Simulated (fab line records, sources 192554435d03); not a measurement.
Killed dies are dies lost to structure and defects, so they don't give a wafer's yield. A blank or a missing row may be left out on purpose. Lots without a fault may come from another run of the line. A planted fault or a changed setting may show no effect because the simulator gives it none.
Problem report in the 8D (eight disciplines) form, filled by code | flow n5_finfet | the parts of the form that need people (team, actions taken, sign-off) are left out

1. THE PROBLEM
trench_depth_nm at N5_BEOL_M10_OCD_MEAS_38 reads a mean of 193.7 nm on 2 wafers of 2 lots; wafers without a fault read 149.1 nm with a standard deviation of 1.5. That is +30 standard deviations from the usual mean.
First seen on wafer L998.6, day 13 02:41, on ocd-01. The record holds 19 wafers of 7 lots with a number at this step. Rule for "out", or "out of limits": more than 4 standard deviations from the usual mean. The other wafers with a number count as sound.

2. WHAT IT IS AND WHAT IT IS NOT
question                    | is                | is not
which readings at this step | trench_depth_nm   | -
which lots                  | L102, L998        | L104, L106, L109, L988, L992
which wafers of those lots  | L102.6, L998.6    | L102.5, L998.5
read on which gauges        | ocd-01, ocd-02    | -
when                        | from day 13 02:41 | up to then (7 sound wafers); but 10 sound wafers of L102, L104, L106, L109 came after

3. SUSPECTS, AND WHAT RULES EACH OUT
Counting: a tool at a process step up to the reading stays a suspect if it ran every lot that is out. Sound lots after the first of them don't rule it out here, since some wafers of a struck lot are sound.
- the gauge at N5_BEOL_M10_OCD_MEAS_38: ruled out. The wafers that are out were read on 2 gauges (ocd-01, ocd-02).
- rie_diel-01 at N5_BEOL_M10_VIA_ETCH_34 (etches SiCOH lowk in C4F6/O2, target depth 184.5 nm, time 69.2 s): kept. It ran every lot that is out, first L998 (day 13 02:25); its last sound lot up to then is L992 (day 11 07:01).
- rie_diel-01 at N5_BEOL_M10_TRENCH_ETCH_37 (etches SiCOH lowk in C4F6/O2, target depth 148.83 nm, time 48 s): kept. It ran every lot that is out, first L998 (day 13 02:31); its last sound lot up to then is L992 (day 11 07:07).
Left after counting: rie_diel-01 at N5_BEOL_M10_VIA_ETCH_34, rie_diel-01 at N5_BEOL_M10_TRENCH_ETCH_37.

4. THE CAUSE (what the simulator had put in)
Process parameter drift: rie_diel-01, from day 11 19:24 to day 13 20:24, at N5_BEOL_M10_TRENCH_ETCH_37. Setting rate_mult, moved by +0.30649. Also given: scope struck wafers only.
Counting left 2 suspects, and this tool is among them.

5. THE CHAIN OF EFFECTS, in route order
Each row: a reading whose mean over the struck wafers that have a number lies more than 3 standard deviations from the usual. Only readings for which the record gives a usual standard deviation are gone through. hours: the time from each lot's start at the first step in this table that gives one to its start at this step, as a median over the lots. sigmas: the change in usual standard deviations.
hours | step                    | reading           | usual         | on struck wafers | change  | sigmas
0     | N5_BEOL_M10_OCD_MEAS_38 | trench_depth_nm   | 149.1 nm      | 193.7            | +44.6   | +30
3     | N5_BEOL_M10_THK_MEAS_53 | M10_THK           | 138.8 nm      | 181.3            | +42.5   | +22
3     | N5_BEOL_M10_RS_MEAS_57  | M10_RS            | 0.1507 ohm/sq | 0.1123           | -0.0384 | -17
34    | N5_BEOL_M15_RC_MEAS_101 | SERP_M10          | 3.05 ohm/um   | 2.28             | -0.77   | -13
34    | N5_BEOL_M15_RC_MEAS_101 | SERP_M10_max_site | 3.14 ohm/um   | 2.34             | -0.80   | -11

6. WHAT WOULD HAVE CAUGHT IT SOONER
In this record the first reading out of limits at a measuring or inspecting step was taken at day 13 02:41, 31 hours after the fault began at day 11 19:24.
Of the tool readings at N5_BEOL_M10_TRENCH_ETCH_37 for which the record gives a usual standard deviation, none was out on any struck wafer, so an alarm limit of 4 standard deviations on them would not have fired.
Of the lots that are out (2), L102 began N5_BEOL_M10_TRENCH_ETCH_37 on rie_diel-01 after day 13 02:41. A hold on the tool at that time would have spared it.
